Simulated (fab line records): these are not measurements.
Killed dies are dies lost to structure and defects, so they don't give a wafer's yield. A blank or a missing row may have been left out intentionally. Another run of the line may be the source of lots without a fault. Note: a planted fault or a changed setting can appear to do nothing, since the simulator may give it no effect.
Chamber matching / flow n5-finfet / N5_SDB_CMP_30 on cmp-03 has 4 sister chambers
The step polishes, stops on poly-Si, t overpolish 1.54 s, target thk 30 nm. 4 wafers are shown with their chamber, then 7 later ones without.

== WAFERS PAIRED WITH THEIR CHAMBERS ==
wafer=L081.2; chamber=1; motor-current-A (A)=11.1
wafer=L081.5; chamber=3; motor-current-A (A)=13.1
wafer=L083.2; chamber=2; motor-current-A (A)=10.2
wafer=L083.3; chamber=0; motor-current-A (A)=11.5

== WAFERS WITHOUT THEIR CHAMBER ==
wafer=L083.4; motor-current-A (A)=11.1
wafer=L093.1; motor-current-A (A)=12.8
wafer=L093.5; motor-current-A (A)=10.3
wafer=L093.6; motor-current-A (A)=11.4
wafer=L097.1; motor-current-A (A)=12.5
wafer=L097.2; motor-current-A (A)=11.9
wafer=L097.4; motor-current-A (A)=10.3

== THE CHAMBER EACH PASSED THROUGH ==
wafer=L083.4; from the rows above=can't be placed: 1 or 0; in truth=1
wafer=L093.1; from the rows above=3; in truth=3
wafer=L093.5; from the rows above=2; in truth=2
wafer=L093.6; from the rows above=can't be placed: 0 or 1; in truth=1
wafer=L097.1; from the rows above=can't be placed: 3 or 0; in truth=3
wafer=L097.2; from the rows above=can't be placed: 0 or 1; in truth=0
wafer=L097.4; from the rows above=2; in truth=2
Correctly placed: 3 of 7. From these rows, 4 cannot be placed; in 4 the true chamber is one of the candidates. 0 placed wrongly.
How it was worked out, from the rows above alone: a wafer's distance from a chamber is the root of the sum, over the readings, of the square of ((its reading less the chamber's mean) divided by the reading's scatter). If the next closest chamber is less than 2 further off than the closest, the wafer can't be placed; otherwise it belongs to the closest. A chamber's mean is the mean of its shown wafers. The scatter: root of mean squared gap, hidden wafer to nearest shown wafer, with one shown wafer a chamber.
